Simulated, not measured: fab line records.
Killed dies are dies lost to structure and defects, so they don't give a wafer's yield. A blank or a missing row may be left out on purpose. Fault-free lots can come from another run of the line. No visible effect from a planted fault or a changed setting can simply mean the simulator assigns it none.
Which tool did it? -- flow nandHarc -- 13 lots, 39 wafers sampled, at 5 steps of a route of 1302

== WHAT EACH GAUGE READ, for each wafer ==
NHARC_END_SORT_01.
lot,measured,on,killedAtArray,killedAtOther,killedAtPeriphery,killedDies,killedOpen,killedShort
L697,day 25 11:13,prober-02,39 64 52,0 0 0,10 6 8,49 70 60,0 3 2,2 0 2
L708,day 29 08:16,prober-01,46 49 41,2 1 1,0 3 1,48 53 43,4 4 2,2 3 2
L709,day 30 08:20,prober-02,47 28 35,1 0 2,1 1 2,49 29 39,1 1 1,3 2 3
L713,day 31 19:52,prober-01,85 60 80,0 0 0,4 4 9,89 64 89,3 3 4,3 0 2
L717,day 33 02:23,prober-01,66 65 54,0 0 0,5 7 6,71 72 60,5 1 4,4 4 4

== WHAT TOOL EACH LOT RAN ON (gives the tool, then ch and the chambers of the sampled wafers, and finally the start) ==
lot,NHARC_P_GATE_STRIP_111,NHARC_P_GATE_STRIP_113,NHARC_P_GATE_RTA_64,NHARC_P_GATE_STRIP_67
L697,"plasmaAsher-02 ch 0,1, day 5 17:50","plasmaAsher-01 ch 0,1, day 5 21:17","rtpAnneal-02 ch 0, day 5 22:27","wetBench-01 ch 0,1,3, day 5 23:16"
L699,"plasmaAsher-01 ch 0,1, day 6 17:18","plasmaAsher-02 ch 0,1, day 6 20:40","rtpAnneal-01 ch 0, day 6 21:58","wetBench-01 ch 4,6,7, day 6 22:44"
L703,"plasmaAsher-02 ch 0,1, day 8 11:15","plasmaAsher-02 ch 0,1, day 8 14:44","rtpAnneal-02 ch 0, day 8 16:00","wetBench-01 ch 1,3,5, day 8 16:48"
L704,"plasmaAsher-01 ch 0,1, day 9 01:19","plasmaAsher-02 ch 0,1, day 9 04:41","rtpAnneal-02 ch 0, day 9 05:58","wetBench-01 ch 0,1,5, day 9 06:46"
L705,"plasmaAsher-02 ch 0,1, day 9 03:50","plasmaAsher-01 ch 0,1, day 9 07:17","rtpAnneal-02 ch 0, day 9 08:35","wetBench-01 ch 4,5,6, day 9 09:23"
L708,"plasmaAsher-01 ch 0,1, day 10 07:10","plasmaAsher-01 ch 0,1, day 10 10:20","rtpAnneal-02 ch 0, day 10 11:37","wetBench-02 ch 1,2,5, day 10 12:25"
L709,"plasmaAsher-02 ch 0,1, day 10 18:23","plasmaAsher-02 ch 0,1, day 10 21:58","rtpAnneal-02 ch 0, day 10 23:09","wetBench-02 ch 1,6,7, day 10 23:56"
L712,"plasmaAsher-01 ch 0,1, day 11 17:49","plasmaAsher-01 ch 0,1, day 11 21:17","rtpAnneal-01 ch 0, day 11 22:34","wetBench-01 ch 0,6,7, day 11 23:23"
L713,"plasmaAsher-01 ch 0,1, day 11 23:58","plasmaAsher-02 ch 0,1, day 12 03:22","rtpAnneal-01 ch 0, day 12 04:32","wetBench-07 ch 0,4,5, day 12 05:21"
L714,"plasmaAsher-02 ch 0,1, day 12 11:46","plasmaAsher-01 ch 0,1, day 12 15:11","rtpAnneal-02 ch 0, day 12 16:31","wetBench-02 ch 1,2,7, day 12 17:28"
L716,"plasmaAsher-01 ch 0,1, day 13 08:39","plasmaAsher-01 ch 0,1, day 13 12:01","rtpAnneal-01 ch 0, day 13 13:17","wetBench-01 ch 0,5,6, day 13 14:05"
L717,"plasmaAsher-02 ch 0,1, day 13 17:44","plasmaAsher-02 ch 0, day 13 21:20","rtpAnneal-02 ch 0, day 13 22:36","wetBench-07 ch 1,3,7, day 13 23:23"
L718,"plasmaAsher-02 ch 0,1, day 14 18:11","plasmaAsher-02 ch 0,1, day 14 21:40","rtpAnneal-01 ch 0, day 14 22:56","wetBench-01 ch 1,3,4, day 14 23:44"
- NHARC_P_GATE_STRIP_111: strips in N2/H2, time 250 s.
- NHARC_P_GATE_STRIP_113: strips in N2/H2, time 740 s.
- NHARC_P_GATE_RTA_64: time 1 s.
- NHARC_P_GATE_STRIP_67: strips in SPM, time 600 s.

== AS READ BY THE TOOLS THEMSELVES (means over the sampled wafers that have a number; for cases with no such wafer, the mark the record gives instead) ==
NHARC_P_GATE_STRIP_111.
lot,tool,drypumpMotorCurrentA (A),heaterPowerW (W),runLengthS (s)
L697,plasmaAsher-02,5.3,91,318.9
L699,plasmaAsher-01,5.7,91,318.1
L703,plasmaAsher-02,5.3,93,318.8
L704,plasmaAsher-01,5.7,95,318.0
L705,plasmaAsher-02,5.4,92,318.9
L708,plasmaAsher-01,5.7,94,318.1
L709,plasmaAsher-02,5.4,94,318.7
L712,plasmaAsher-01,5.7,94,318.4
L713,plasmaAsher-01,5.7,95,318.2
L714,plasmaAsher-02,5.9,87,319.2
L716,plasmaAsher-01,5.7,93,318.1
L717,plasmaAsher-02,5.4,88,318.6
L718,plasmaAsher-02,5.4,90,318.7

NHARC_P_GATE_STRIP_113.
lot,tool,drypumpMotorCurrentA (A),heaterPowerW (W),runLengthS (s)
L697,plasmaAsher-01,5.7,91,811.6
L699,plasmaAsher-02,5.9,90,812.2
L703,plasmaAsher-02,5.9,91,812.2
L704,plasmaAsher-02,5.3,92,812.2
L705,plasmaAsher-01,6.0,94,811.1
L708,plasmaAsher-01,6.0,94,811.4
L709,plasmaAsher-02,5.3,93,812.0
L712,plasmaAsher-01,5.7,95,811.6
L713,plasmaAsher-02,5.9,88,812.2
L714,plasmaAsher-01,6.0,92,811.2
L716,plasmaAsher-01,5.7,93,811.3
L717,plasmaAsher-02,4.8,89,811.8
L718,plasmaAsher-02,5.4,87,812.0

NHARC_P_GATE_RTA_64.
lot,tool,lampPowerPct (%),lamp_zone_1_pct (%),lamp_zone_6_pct (%),wafer_temp_C_max
L697,rtpAnneal-02,32.2,32.2,32.1,1054.1
L699,rtpAnneal-01,30.9,30.9,30.9,1054.9
L703,rtpAnneal-02,32.1,32.1,32.0,1053.6
L704,rtpAnneal-02,32.1,32.1,32.0,1053.8
L705,rtpAnneal-02,32.1,32.1,32.1,1054.0
L708,rtpAnneal-02,32.1,32.1,32.2,1054.0
L709,rtpAnneal-02,32.1,32.1,32.1,1053.8
L712,rtpAnneal-01,31.0,31.0,31.0,1052.7
L713,rtpAnneal-01,30.9,30.9,30.9,1052.8
L714,rtpAnneal-02,32.2,32.1,32.1,1053.4
L716,rtpAnneal-01,31.0,31.0,30.9,1053.1
L717,rtpAnneal-02,32.2,32.2,32.1,1054.5
L718,rtpAnneal-01,31.0,30.9,30.9,1053.5

NHARC_P_GATE_STRIP_67.
lot,tool,runLengthS (s)
L697,wetBench-01,603.3
L699,wetBench-01,602.5
L703,wetBench-01,224.1
L704,wetBench-01,223.6
L705,wetBench-01,223.3
L708,wetBench-02,602.8
L709,wetBench-02,602.4
L712,wetBench-01,603.3
L713,wetBench-07,603.1
L714,wetBench-02,602.7
L716,wetBench-01,603.3
L717,wetBench-07,604.4
L718,wetBench-01,602.7

== THE ANSWER, worked out from the rows above alone ==
Rule: usual is defined by the lots themselves. Put in order of their means at a reading, lots are off if they are a third of the lots or fewer, leave a main group of 4 or more, and stand apart from it by a gap of 3 or more times the standard deviation of the main group's means; of several such gaps the widest counts. The tables above print the reading to a certain number of digits; a main group whose means all agree to those digits is not used. Also off: a lot with no number at a reading for which 4 or more lots have one. All remaining lots with rows at the step are treated as sound. Order of review: gauges by route order, followed by the tools' own readings, for which a lot's mean as printed above is used. The first step at which some lot is off is used, and at that step the reading that is off furthest; a lot without a number counts as furthest.
Off, at NHARC_P_GATE_STRIP_67 on runLengthS: L703, L704, L705. The main group: mean 603.0 s, standard deviation 0.55.
If a tool, at that step or one of the process steps before it, ran each lot that is off and ran no sound lot following the first of them, it fits. Of those tried, none fits.

== WHAT THE SIMULATOR PUT IN ==
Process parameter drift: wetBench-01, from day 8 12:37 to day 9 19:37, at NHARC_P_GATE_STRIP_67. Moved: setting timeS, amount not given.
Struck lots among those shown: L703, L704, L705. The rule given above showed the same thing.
